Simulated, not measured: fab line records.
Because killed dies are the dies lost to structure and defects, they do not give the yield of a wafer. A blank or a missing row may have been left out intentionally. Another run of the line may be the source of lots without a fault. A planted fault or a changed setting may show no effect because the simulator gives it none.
fab line records | flow nand_harc
record lots=6 | wafers=18 | last_day=33
route steps=1302 shown P_M0@264
lots that met no fault: taken from a fault-free run of the same line
start_h: hours from the record's first day to the start of the lot's first wafer shown | wait_h: hours from the lot's prior step to this one | " repeats the value in the row above | L1.1+2: one row covering several wafers at once | - no value present, or no start provided | * or withheld: withheld | < > ~ a bound
route shown NAME@n: names a module that has steps shown in the file, with the first one's number in the route | usual: the fault-free wafers' mean and standard deviation | same: alike in all rows | chamber/n: place in a boat | sites: per-site readings | _std_site: standard deviation of those values | _edge_site: mean of outer sites minus mean of inner sites | radius_mm: for every site, how far away it sits from the centre of the wafer | mask NAME#n: copy n | behind: the tool/chamber that last shaped the wafer | hold: reason for holding the lot/hours on hold/outcome of the hold | device: the n, p or np transistor that did not switch | end of line: the tests these same wafers got at the end of their route | where a step has no rows: the recipe by itself | killed: at the first sort, the dies lost to defects and structure; wafer yield is something else | map: a wafer's dies, x killed, . not, _ none there
set.NAME: the run value of the setting; set.NAME@STEP: its run value at that earlier step | model.NAME: the simulator's own value behind a step, which no gauge read
lots at selected steps of the route; one table per step, one row per wafer
services: when a tool's chamber went out of use (start_h, in hours from the record's first day, below 0 if earlier), for how many hours, and the reason
## steps
# step NHARC_P_M0_OVL_MEAS_10
# recipe pitch_nm=180
# usual overlay_x_nm=0.1/0.84 | overlay_y_nm=-0.3/0.86
lot.wafer | tool       | chamber | start_h | wait_h | overlay_x_nm | overlay_y_nm
L348.2    | overlay-01 | -       | 147.03  | -      | -1.5         | -0.8
L348.5    | "          | -       | "       | "      | -2.2         | -0.6
L348.6    | "          | -       | "       | "      | -1.2         | -0.4
L357.1    | overlay-02 | -       | 231.78  | -      | 0.0          | -2.1
L357.4    | "          | -       | "       | "      | 0.4          | -1.8
L357.5    | "          | -       | "       | "      | 0.3          | -2.0
L358.2    | overlay-02 | -       | 237.78  | -      | 0.7          | -0.3
L358.3    | "          | -       | "       | "      | 0.8          | -0.7
L358.5    | "          | -       | "       | "      | 1.4          | -0.7
L363.3    | overlay-01 | -       | 290.01  | -      | -0.8         | 0.4
L363.4    | "          | -       | "       | "      | -0.7         | 0.6
L363.5    | "          | -       | "       | "      | -0.9         | 0.3
L366.2    | overlay-01 | -       | 327.92  | -      | -0.2         | -0.9
L366.3    | "          | -       | "       | "      | -0.3         | -0.6
L366.5    | "          | -       | "       | "      | 0.5          | -0.9
L369.2    | overlay-01 | -       | 351.95  | -      | 0.6          | -0.4
L369.3    | "          | -       | "       | "      | 1.0          | -0.3
L369.5    | "          | -       | "       | "      | 0.8          | 0.4
# step NHARC_P_M0_INSPECT_11
# usual raw_defect_count=4.1/2.4
lot.wafer | tool              | chamber | start_h | wait_h | raw_defect_count
L348.2    | defect_inspect-02 | -       | 147.06  | 0.0    | 3
L348.5    | "                 | -       | "       | "      | 3
L348.6    | "                 | -       | "       | "      | 7
L357.1    | defect_inspect-02 | -       | 231.82  | 0.0    | 2
L357.4    | "                 | -       | "       | "      | 7
L357.5    | "                 | -       | "       | "      | 4
L358.2    | defect_inspect-02 | -       | 237.81  | 0.0    | 4
L358.3    | "                 | -       | "       | "      | 4
L358.5    | "                 | -       | "       | "      | 3
L363.3    | defect_inspect-02 | -       | 290.04  | 0.0    | 2
L363.4    | "                 | -       | "       | "      | 2
L363.5    | "                 | -       | "       | "      | 9
L366.2    | defect_inspect-02 | -       | 327.96  | 0.0    | 4
L366.3    | "                 | -       | "       | "      | 4
L366.5    | "                 | -       | "       | "      | 3
L369.2    | defect_inspect-01 | -       | 351.99  | 0.0    | 4
L369.3    | "                 | -       | "       | "      | 2
L369.5    | "                 | -       | "       | "      | 3
# step NHARC_P_M0_DESCUM_14
# recipe time_s=3 | o2_flow_sccm=200 | ar_flow_sccm=0 | bias_power_w=0 | chemistry=O2
# step NHARC_P_M0_ETCH_34
# recipe target_depth_a=400 | overetch_a=120 | time_s=43.94 | ion_energy_ev=200 | n2_flow_sccm=150 | h2_flow_sccm=150 | ar_flow_sccm=0 | rf_w=400 | bias_w=150 | chemistry=N2/H2
# usual drypump_motor_current_A=5.7/0.37 | oes_product_au=1.001/0.0099 | rf_vpp_V=429.7/2.4 | showerhead_plenum_p_Torr=2.01/0.079 | throttle_valve_pct=14.171/0.0091
lot.wafer | tool        | chamber | start_h | wait_h | drypump_motor_current_A | oes_product_au | rf_hours_counter_h | rf_vpp_V | showerhead_plenum_p_Torr | throttle_valve_pct
L348.2    | rie_diel-12 | 1       | 147.22  | 0.1    | 5.9                     | 1.012          | 13                 | 431.6    | 2.03                     | 14.174
L348.5    | "           | 3       | "       | "      | 5.9                     | 0.999          | -                  | 433.8    | 2.13                     | 14.159
L348.6    | "           | 0       | "       | "      | 4.9                     | 1.011          | -                  | 427.7    | 1.98                     | 14.186
L357.1    | rie_diel-03 | 1       | 231.98  | 0.1    | 5.6                     | 1.000          | 29                 | 433.0    | 2.10                     | 14.169
L357.5    | "           | 1       | "       | "      | 5.6                     | 0.997          | -                  | 432.6    | 2.10                     | 14.169
L357.4    | "           | 0       | "       | "      | 6.1                     | 0.989          | -                  | 428.0    | 1.97                     | 14.159
L358.3    | rie_diel-12 | 0       | 237.96  | 0.1    | 4.9                     | 1.017          | 30                 | 428.5    | 1.97                     | 14.168
L358.2    | "           | 2       | "       | "      | 5.7                     | 1.012          | 30                 | 426.3    | 1.92                     | 14.170
L358.5    | "           | 0       | "       | "      | 4.9                     | 1.019          | -                  | 428.4    | 1.97                     | 14.182
L363.3    | rie_diel-06 | 2       | 290.19  | 0.1    | 5.7                     | 1.015          | 60                 | 426.6    | 1.88                     | 14.179
L363.4    | "           | 0       | "       | "      | 5.4                     | 0.981          | 47                 | 433.6    | 2.20                     | 14.175
L363.5    | "           | 2       | "       | "      | 5.7                     | 1.008          | -                  | 424.7    | 1.88                     | 14.166
L366.3    | rie_diel-03 | 3       | 328.10  | 0.1    | 5.8                     | 0.991          | 8                  | 428.8    | 1.97                     | 14.157
L366.2    | "           | 1       | "       | "      | 5.6                     | 1.002          | 7                  | 432.2    | 2.09                     | 14.168
L366.5    | "           | 0       | "       | "      | 6.2                     | 0.995          | -                  | 428.1    | 1.96                     | 14.178
L369.2    | rie_diel-12 | 3       | 352.13  | 0.1    | 5.9                     | 1.008          | 17                 | 431.7    | 2.12                     | 14.170
L369.3    | "           | 1       | "       | "      | 5.9                     | 1.016          | 12                 | 430.0    | 2.02                     | 14.162
L369.5    | "           | 3       | "       | "      | 5.9                     | 1.001          | -                  | 432.6    | 2.12                     | 14.152
# step NHARC_P_M0_ETCH_15
# recipe target_depth_a=1500 | overetch_a=150 | time_s=82.5 | c4f8_flow_sccm=withheld | ar_flow_sccm=400 | rf_w=600 | bias_w=300 | chemistry=C4F8/Ar
# usual oes_product_au=0.961/0.02 | rf_vpp_V=440.2/2.4
lot.wafer | tool        | chamber | start_h | wait_h | oes_product_au | rf_hours_counter_h | rf_vpp_V
L348.2    | rie_diel-12 | 2       | -       | -      | 0.984          | 13                 | 436.3
L348.6    | "           | 1       | "       | "      | 0.981          | -                  | 439.6
L348.5    | "           | 2       | "       | "      | 0.977          | -                  | 437.6
L357.1    | rie_diel-03 | 0       | -       | -      | 0.918          | 37                 | 439.0
L357.5    | "           | 1       | "       | "      | 0.927          | -                  | 442.8
L357.4    | "           | 3       | "       | "      | 0.955          | -                  | 439.6
L358.2    | rie_diel-12 | 3       | -       | -      | 0.956          | 15                 | 444.2
L358.3    | "           | 1       | "       | "      | 0.963          | 31                 | 441.2
L358.5    | "           | 0       | "       | "      | 0.995          | -                  | 437.7
L363.3    | rie_diel-06 | 0       | -       | -      | 0.898          | 47                 | 444.9
L363.4    | "           | 1       | "       | "      | 0.934          | 49                 | 440.0
L363.5    | "           | 0       | "       | "      | 0.894          | -                  | 445.8
L366.3    | rie_diel-03 | 2       | -       | -      | 0.948          | 9                  | 442.1
L366.2    | "           | 0       | "       | "      | 0.948          | 7                  | 437.8
L366.5    | "           | 2       | "       | "      | 0.965          | -                  | 442.0
L369.3    | rie_diel-12 | 1       | -       | -      | 0.967          | 13                 | 439.7
L369.2    | "           | 2       | "       | "      | 0.958          | 15                 | 438.9
L369.5    | "           | 3       | "       | "      | 0.969          | -                  | 442.9
# step NHARC_P_M0_CD_MEAS_16
# usual cd_nm=89.7/1.1
lot.wafer | tool      | chamber | start_h | wait_h | cd_nm
L348.2    | cd_sem-03 | -       | 147.43  | -      | 89.8
L348.5    | "         | -       | "       | "      | 88.7
L348.6    | "         | -       | "       | "      | 88.3
L357.1    | cd_sem-01 | -       | 232.22  | -      | 87.7
L357.4    | "         | -       | "       | "      | 89.6
L357.5    | "         | -       | "       | "      | 87.9
L358.2    | cd_sem-03 | -       | 238.17  | -      | 88.8
L358.3    | "         | -       | "       | "      | 89.6
L358.5    | "         | -       | "       | "      | 88.8
L363.3    | cd_sem-03 | -       | 290.45  | -      | 90.5
L363.4    | "         | -       | "       | "      | 90.4
L363.5    | "         | -       | "       | "      | 90.5
L366.2    | cd_sem-02 | -       | 328.44  | -      | 90.6
L366.3    | "         | -       | "       | "      | 90.6
L366.5    | "         | -       | "       | "      | 91.3
L369.2    | cd_sem-02 | -       | 352.38  | -      | 89.7
L369.3    | "         | -       | "       | "      | 89.7
L369.5    | "         | -       | "       | "      | 89.6
# step NHARC_P_M0_STRIP_18
# recipe power_w=1000 | n2_flow_sccm=150 | h2_flow_sccm=150 | ar_flow_sccm=0 | bias_w=0 | chemistry=N2/H2
# usual drypump_motor_current_A=5.6/0.41 | oes_product_au=1.005/0.0094 | rf_vpp_V=90.5/0.95 | showerhead_plenum_p_Torr=2.02/0.088 | throttle_valve_pct=14.172/0.0092
lot.wafer | tool        | chamber | start_h | wait_h | drypump_motor_current_A | oes_product_au | rf_hours_counter_h | rf_vpp_V | showerhead_plenum_p_Torr | throttle_valve_pct
L348.2    | rie_diel-12 | 0       | 147.52  | 0.1    | 4.9                     | 1.004          | 13                 | 90.5     | 1.98                     | 14.167
L348.6    | "           | 3       | "       | "      | 5.9                     | 1.009          | -                  | 92.2     | 2.13                     | 14.179
L348.5    | "           | 0       | "       | "      | 4.9                     | 1.009          | -                  | 91.7     | 1.98                     | 14.148
L357.1    | rie_diel-03 | 1       | 232.33  | 0.1    | 5.6                     | 1.000          | 29                 | 91.3     | 2.10                     | 14.166
L357.5    | "           | 0       | "       | "      | 6.1                     | 0.997          | -                  | 90.5     | 1.98                     | 14.168
L357.4    | "           | 1       | "       | "      | 5.6                     | 1.005          | -                  | 90.0     | 2.10                     | 14.169
L358.3    | rie_diel-12 | 1       | 238.25  | 0.1    | 5.9                     | 0.998          | 31                 | 91.1     | 2.03                     | 14.183
L358.2    | "           | 0       | "       | "      | 4.9                     | 1.015          | 31                 | 90.2     | 1.97                     | 14.176
L358.5    | "           | 2       | "       | "      | 5.7                     | 1.017          | -                  | 89.9     | 1.92                     | 14.176
L363.4    | rie_diel-12 | 2       | 290.52  | 0.1    | 5.7                     | 1.006          | 2                  | 90.1     | 1.91                     | 14.175
L363.3    | "           | 1       | "       | "      | 5.9                     | 1.006          | 2                  | 90.7     | 2.02                     | 14.178
L363.5    | "           | 3       | "       | "      | 5.9                     | 1.008          | -                  | 92.3     | 2.13                     | 14.172
L366.3    | rie_diel-06 | 2       | 328.54  | 0.1    | 5.7                     | 1.006          | 6                  | 90.9     | 2.22                     | 14.184
L366.2    | "           | 3       | "       | "      | 5.4                     | 0.999          | 9                  | 91.4     | 2.22                     | 14.186
L366.5    | "           | 1       | "       | "      | 4.9                     | 1.005          | -                  | 90.5     | 1.99                     | 14.161
L369.3    | rie_diel-12 | 3       | 352.48  | 0.1    | 5.9                     | 1.002          | 17                 | 90.7     | 2.12                     | 14.177
L369.2    | "           | 1       | "       | "      | 5.9                     | 1.020          | 13                 | 91.3     | 2.02                     | 14.174
L369.5    | "           | 1       | "       | "      | 5.9                     | 1.013          | -                  | 90.4     | 2.02                     | 14.163
# step NHARC_P_M0_STRIP_19
# recipe time_s=600 | temp_c=30 | chemistry=post_etch_residue_remover
# step NHARC_P_M0_DEGAS_28
# recipe temp_c=250 | time_s=60
# step NHARC_P_M0_PRE_CLEAN_29
# recipe time_s=30 | temp_c=280 | gas=H2/He
# step NHARC_P_M0_PVD_20
# recipe target_thk_a=50 | bias_v=168.6 | power_w=15000 | chamber_pressure_pa=0.12 | time_s=8.06 | substrate_temp_c=50 | material=TaN
# usual throttle_valve_pct=29.8/1
lot.wafer | tool           | chamber | start_h | wait_h | throttle_valve_pct
L348.2    | pvd_sputter-02 | -       | -       | -      | 29.8
L348.5    | "              | -       | "       | "      | 29.0
L348.6    | "              | -       | "       | "      | 28.6
L357.1    | pvd_sputter-02 | -       | -       | -      | 28.8
L357.4    | "              | -       | "       | "      | 30.4
L357.5    | "              | -       | "       | "      | 29.9
L358.2    | pvd_sputter-02 | -       | -       | -      | 29.9
L358.3    | "              | -       | "       | "      | 29.2
L358.5    | "              | -       | "       | "      | 29.7
L363.4    | pvd_sputter-03 | -       | -       | -      | 29.6
L363.3    | "              | -       | "       | "      | 31.4
L363.5    | "              | -       | "       | "      | 29.7
L366.2    | pvd_sputter-01 | -       | -       | -      | 29.3
L366.3    | "              | -       | "       | "      | 29.7
L366.5    | "              | -       | "       | "      | 29.1
L369.2    | pvd_sputter-01 | -       | -       | -      | 28.3
L369.3    | "              | -       | "       | "      | 29.0
L369.5    | "              | -       | "       | "      | 29.5
# step NHARC_P_M0_PVD_21
# recipe target_thk_a=300 | chamber_pressure_pa=5 | power_w=5000 | substrate_temp_c=30 | time_s=20.49 | material=Cu
# step NHARC_P_M0_ECD_22
# recipe target_thk_a=4000 | bath_temp_c=25 | material=Cu
lot.wafer  | tool      | chamber | start_h | wait_h
L348.2+6+5 | ecd_cu-01 | 0,0,1   | 148.41  | -
L357.1+4+5 | ecd_cu-01 | 0       | 233.25  | -
L358.2+3+5 | ecd_cu-01 | 0       | 239.27  | -
L363.4+3+5 | ecd_cu-01 | 0,1,0   | 291.54  | -
L366.2+3+5 | ecd_cu-02 | 1,0,0   | 329.48  | -
L369.2+3+5 | ecd_cu-01 | 1,1,0   | 353.40  | -
# step NHARC_P_M0_ANNEAL_30
# recipe temp_c=225 | time_s=90
# usual wafer_temp_C_max=226.0/0.47
lot.wafer | tool          | chamber | start_h | wait_h | wafer_temp_C_max
L348.2    | rtp_anneal-01 | 0       | 148.87  | 0.4    | 226.4
L348.5    | "             | 0       | "       | "      | 227.1
L348.6    | "             | 0       | "       | "      | 226.5
L357.1    | rtp_anneal-02 | 0       | 233.63  | -      | 225.7
L357.4    | "             | 0       | "       | "      | 226.1
L357.5    | "             | 0       | "       | "      | 226.0
L358.2    | rtp_anneal-01 | 0       | 239.65  | -      | 226.3
L358.3    | "             | 0       | "       | "      | 226.1
L358.5    | "             | 0       | "       | "      | 226.5
L363.3    | rtp_anneal-02 | 0       | 291.92  | 0.3    | 225.8
L363.4    | "             | 0       | "       | "      | 225.4
L363.5    | "             | 0       | "       | "      | 225.8
L366.2    | rtp_anneal-01 | 0       | 329.86  | 0.3    | 226.1
L366.3    | "             | 0       | "       | "      | 226.2
L366.5    | "             | 0       | "       | "      | 226.5
L369.2    | rtp_anneal-02 | 0       | 353.83  | -      | 225.3
L369.3    | "             | 0       | "       | "      | 225.7
L369.5    | "             | 0       | "       | "      | 225.6
# step NHARC_P_M0_CMP_23
# recipe t_overpolish_s=20 | target_thk_nm=117.54
# usual motor_current_A=11.6/0.94 | time_to_endpoint_s=30/3.2
lot.wafer | tool   | chamber | start_h | wait_h | motor_current_A | time_to_endpoint_s
L348.2    | cmp-02 | 1       | 149.19  | -      | 10.6            | 34
L348.5    | "      | 0       | "       | "      | 11.1            | 29
L348.6    | "      | 1       | "       | "      | 10.7            | 30
L357.4    | cmp-03 | 3       | 234.00  | -      | 12.1            | 10
L357.1    | "      | 1       | "       | "      | 12.8            | 12
L357.5    | "      | 3       | "       | "      | 12.6            | 28
L358.3    | cmp-03 | 3       | 239.95  | -      | 12.3            | 29
L358.2    | "      | 2       | "       | "      | 12.4            | 10
L358.5    | "      | 0       | "       | "      | 10.5            | 30
L363.4    | cmp-02 | 2       | 292.19  | -      | 13.3            | 34
L363.3    | "      | 0       | "       | "      | 10.4            | 30
L363.5    | "      | 1       | "       | "      | 10.6            | 32
L366.2    | cmp-03 | 1       | 330.18  | -      | 13.4            | 32
L366.3    | "      | 2       | "       | "      | 12.3            | 31
L366.5    | "      | 1       | "       | "      | 13.5            | 33
L369.3    | cmp-04 | 2       | 354.15  | -      | 10.9            | 24
L369.2    | "      | 3       | "       | "      | 11.0            | 30
L369.5    | "      | 1       | "       | "      | 11.4            | 26
# step NHARC_P_M0_THK_MEAS_24
# recipe thk_meas_gauge=xrf
# usual thk_nm=117.5/1.7
lot.wafer | tool          | chamber | start_h | wait_h | thk_nm
L348.2    | film_metro-01 | -       | 149.48  | -      | 119.6
L348.5    | "             | -       | "       | "      | 121.1
L348.6    | "             | -       | "       | "      | 120.8
L357.1    | film_metro-01 | -       | 234.29  | -      | 118.6
L357.4    | "             | -       | "       | "      | 116.9
L357.5    | "             | -       | "       | "      | 116.9
L358.2    | film_metro-01 | -       | 240.27  | -      | 119.2
L358.3    | "             | -       | "       | "      | 117.1
L358.5    | "             | -       | "       | "      | 118.8
L363.3    | film_metro-01 | -       | 292.48  | -      | 114.7
L363.4    | "             | -       | "       | "      | 117.9
L363.5    | "             | -       | "       | "      | 118.6
L366.2    | film_metro-01 | -       | 330.47  | -      | 118.9
L366.3    | "             | -       | "       | "      | 120.5
L366.5    | "             | -       | "       | "      | 120.5
L369.2    | film_metro-01 | -       | 354.44  | -      | 117.2
L369.3    | "             | -       | "       | "      | 114.5
L369.5    | "             | -       | "       | "      | 114.1
## services
tool           | chamber | start_h | hours | kind
rie_diel-03    | 3       | 126.96  | 7.3   | repair
rie_diel-06    | -       | 130.25  | 9.0   | pm
rie_diel-03    | -       | 154.30  | 1.0   | repair
pvd_sputter-02 | -       | 159.49  | 12.2  | repair
ecd_cu-01      | -       | 160.21  | 8.0   | pm
ecd_cu-01      | -       | 173.29  | 1.2   | repair
rie_diel-12    | -       | 174.34  | 0.3   | repair
rie_diel-12    | 1       | 178.44  | 1.3   | repair
rie_diel-03    | 1       | 180.85  | 3.3   | repair
rie_diel-12    | 3       | 189.35  | 6.2   | repair
rie_diel-03    | -       | 198.92  | 1.2   | repair
ecd_cu-01      | -       | 203.59  | 0.8   | repair
rie_diel-03    | 1       | 220.33  | 4.7   | repair
rie_diel-12    | 0       | 232.95  | 4.6   | repair
rie_diel-03    | 1       | 243.73  | 20.0  | repair
rie_diel-12    | -       | 268.40  | 9.0   | pm
ecd_cu-01      | -       | 280.06  | 2.4   | repair
rie_diel-03    | -       | 282.15  | 9.0   | pm
rie_diel-12    | 1       | 303.13  | 10.8  | repair
ecd_cu-01      | -       | 335.65  | 0.4   | repair
ecd_cu-01      | -       | 336.21  | 8.0   | pm
rie_diel-12    | -       | 337.04  | 2.0   | repair
rie_diel-03    | -       | 351.69  | 1.7   | repair
rie_diel-12    | 0       | 352.12  | 11.8  | repair
## key
first_sign step=NHARC_P_M0_CMP_23 | reading=time_to_endpoint_s | direction=down | sigmas=6 | usual=* | struck=*
effect none on later readings
met_at NHARC_P_M0_ECD_22
struck_wafers L357.1,L357.4,L358.2
sort_left_out L357.1,L357.4,L358.2
onset_between 148.41 233.25
fault kind=process_parameter_drift | tool=ecd_cu-01 | chamber=- | onset_h=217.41 | steps=NHARC_P_M0_ECD_22 | channel=target_thk_a | offset=* | shape=step | end_h=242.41 | scope=struck_wafers_only | acts_in=* | stated=*
# sort_left_out: the simulated sort isn't trusted on such a fault, so these wafers' sort isn't shown, and their yield isn't known
